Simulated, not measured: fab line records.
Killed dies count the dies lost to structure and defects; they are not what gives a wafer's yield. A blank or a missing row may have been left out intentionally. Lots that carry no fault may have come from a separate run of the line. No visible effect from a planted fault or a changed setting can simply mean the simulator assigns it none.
What tool caused it? ; flow nandHarc ; 24 lots with 72 wafers sampled at 2 steps, on a route of 1302 steps

## WHAT THE GAUGES SHOWED, per wafer
NHARC_A_M0_OVL_MEAS_10: pitch 160 nm. Usual: overlayXNm 0.1 nm, standard deviation 0.77; overlayYNm 0.4 nm, standard deviation 0.91.
lot;measured;on;overlayXNm (nm);overlayYNm (nm);flag
L074;day 23 04:29;overlay-02;-0.1 0.2 0.2;0.4 0.5 0.2;
L075;day 23 06:10;overlay-02;-0.1 -0.3 -0.2;0.3 -0.1 -0.1;
L076;day 23 22:04;overlay-02;0.7 0.8 0.4;0.7 0.6 0.9;
L078;day 24 00:04;overlay-01;0.7 0.5 0.7;-1.4 -1.5 -1.3;
L080;day 24 11:21;overlay-02;-0.4 -0.1 -0.3;1.1 1.0 1.0;
L079;day 24 13:34;overlay-02;0.9 1.0 1.0;-0.1 0.3 0.2;
L077;day 24 20:19;overlay-02;-1.3 -1.2 -1.0;1.2 1.3 0.8;
L081;day 25 10:52;overlay-02;0.0 0.3 0.0;0.5 1.1 0.7;
L082;day 25 14:37;overlay-01;-0.1 -0.2 -0.6;0.8 1.7 1.5;
L083;day 26 05:48;overlay-02;0.4 1.1 0.9;0.7 0.4 0.4;
L084;day 26 22:16;overlay-02;-0.6 0.2 0.0;0.9 0.4 0.2;
L085;day 26 22:38;overlay-01;-1.7 -1.8 -1.4;-0.9 -0.6 -0.9;
L086;day 27 11:16;overlay-01;-0.4 -0.5 -0.5;-0.2 -0.4 -0.9;
L089;day 28 09:04;overlay-01;1.7 1.2 0.2;0.6 1.3 0.4;
L090;day 28 10:28;overlay-01;0.9 1.5 1.1;0.2 1.1 0.3;
L087;day 28 11:52;overlay-01;1.0 0.9 0.5;-0.1 0.0 -0.3;
L088;day 28 13:00;overlay-02;0.4 0.6 1.2;0.4 0.6 0.5;
L093;day 30 05:15;overlay-02;-1.2 -0.6 -1.4;2.3 2.2 1.7;
L092;day 30 07:46;overlay-02;-0.2 0.0 -0.1;-1.6 -1.2 -1.4;
L091;day 30 16:18;overlay-02;0.2 0.4 0.1;0.0 -0.1 -0.1;
L094;day 31 11:53;overlay-01;0.5 0.5 0.2;0.2 -0.4 -0.2;
L096;day 31 12:29;overlay-01;-0.7 0.1 0.2;0.4 0.2 0.3;
L095;day 31 13:16;overlay-01;0.6 0.5 0.4;1.1 1.0 0.8;
L097;day 32 01:06;overlay-01;0.1 0.1 -0.2;2.8 2.4 2.4;

## WHAT TOOL EACH LOT RAN ON (gives the tool, then ch and the chambers of the sampled wafers, and finally the start)
lot;NHARC_A_BLC_ETCH_18
L074;rieDiel-11 ch 0,3, day 23 04:29 or earlier
L075;rieDiel-11 ch 0,2,3, day 23 06:10 or earlier
L076;rieDiel-11 ch 1,2,3, day 23 22:04 or earlier
L078;rieDiel-11 ch 0,2, day 24 00:04 or earlier
L080;rieDiel-10 ch 1,2,3, day 24 11:21 or earlier
L079;rieDiel-11 ch 2,3, day 24 13:34 or earlier
L077;rieDiel-10 ch 0,3, day 24 20:19 or earlier
L081;rieDiel-02 ch 0,2,3, day 25 10:52 or earlier
L082;rieDiel-11 ch 0,2,3, day 25 14:37 or earlier
L083;rieDiel-11 ch 1,2,3, day 26 05:48 or earlier
L084;rieDiel-10 ch 0,2,3, day 26 22:16 or earlier
L085;rieDiel-11 ch 1,2,3, day 26 22:38 or earlier
L086;rieDiel-10 ch 1,2,3, day 27 11:16 or earlier
L089;rieDiel-11 ch 0,1,3, day 28 09:04 or earlier
L090;rieDiel-11 ch 0,2,3, day 28 10:28 or earlier
L087;rieDiel-11 ch 0,1,3, day 28 11:52 or earlier
L088;rieDiel-10 ch 1,2,3, day 28 13:00 or earlier
L093;rieDiel-11 ch 0,2,3, day 30 05:15 or earlier
L092;rieDiel-11 ch 0,1,2, day 30 07:46 or earlier
L091;rieDiel-11 ch 0,1,2, day 30 16:18 or earlier
L094;rieDiel-11 ch 1,2, day 31 11:53 or earlier
L096;rieDiel-10 ch 1,2, day 31 12:29 or earlier
L095;rieDiel-11 ch 0,1,2, day 31 13:16 or earlier
L097;rieDiel-11 ch 0,2,3, day 32 01:06 or earlier
- NHARC_A_BLC_ETCH_18: etches the open film in C4F8/O2/Ar, target depth 910 nm.

## WHAT THE TOOLS THEMSELVES READ (means of the sampled wafers that have a number; where no wafer has one, the mark that the record gives instead)
NHARC_A_BLC_ETCH_18. Usual: chamberPressureMTorr 25.000 mTorr, standard deviation 0.022; oesProductAu 0.948 a.u., standard deviation 0.022; rfVppV 980 V, standard deviation 5.2.
lot;tool;chamberPressureMTorr (mTorr);oesProductAu (a.u.);rfVppV (V);flag
L074;rieDiel-11;25.021;0.927;981;
L075;rieDiel-11;25.006;0.928;979;
L076;rieDiel-11;24.979;0.927;977;
L078;rieDiel-11;24.999;0.921;984;
L080;rieDiel-10;24.977;0.962;983;
L079;rieDiel-11;25.007;0.979;978;
L077;rieDiel-10;24.986;0.925;982;
L081;rieDiel-02;25.008;0.970;980;
L082;rieDiel-11;25.005;0.930;978;
L083;rieDiel-11;25.009;0.967;976;
L084;rieDiel-10;25.025;0.970;982;
L085;rieDiel-11;24.994;0.974;977;
L086;rieDiel-10;25.007;0.948;984;
L089;rieDiel-11;25.010;0.975;977;
L090;rieDiel-11;25.008;0.969;980;
L087;rieDiel-11;24.979;0.971;978;
L088;rieDiel-10;25.013;0.958;983;
L093;rieDiel-11;25.011;0.925;979;
L092;rieDiel-11;25.012;0.932;980;
L091;rieDiel-11;24.981;0.971;982;
L094;rieDiel-11;24.991;0.925;980;
L096;rieDiel-10;24.999;0.927;982;
L095;rieDiel-11;25.011;0.928;981;
L097;rieDiel-11;24.989;0.929;979;

## THE ANSWER, worked out from the rows above alone
Rule: take the mean of a lot's wafers that have a number; if it is more than 3 standard deviations from the usual mean, the lot is off. Also off: a lot with no number at a reading for which 4 or more lots have one. All remaining lots with rows at the step are treated as sound. Order of review: gauges by route order, followed by the tools' own readings, for which a lot's mean as printed above is used. At the first step where some lot is off, the reading lying furthest off is the one used; lots without a number count as furthest.
No lot is off on any of the readings shown, so nothing can be concluded from this.

## WHAT HAD BEEN PUT IN BY THE SIMULATOR
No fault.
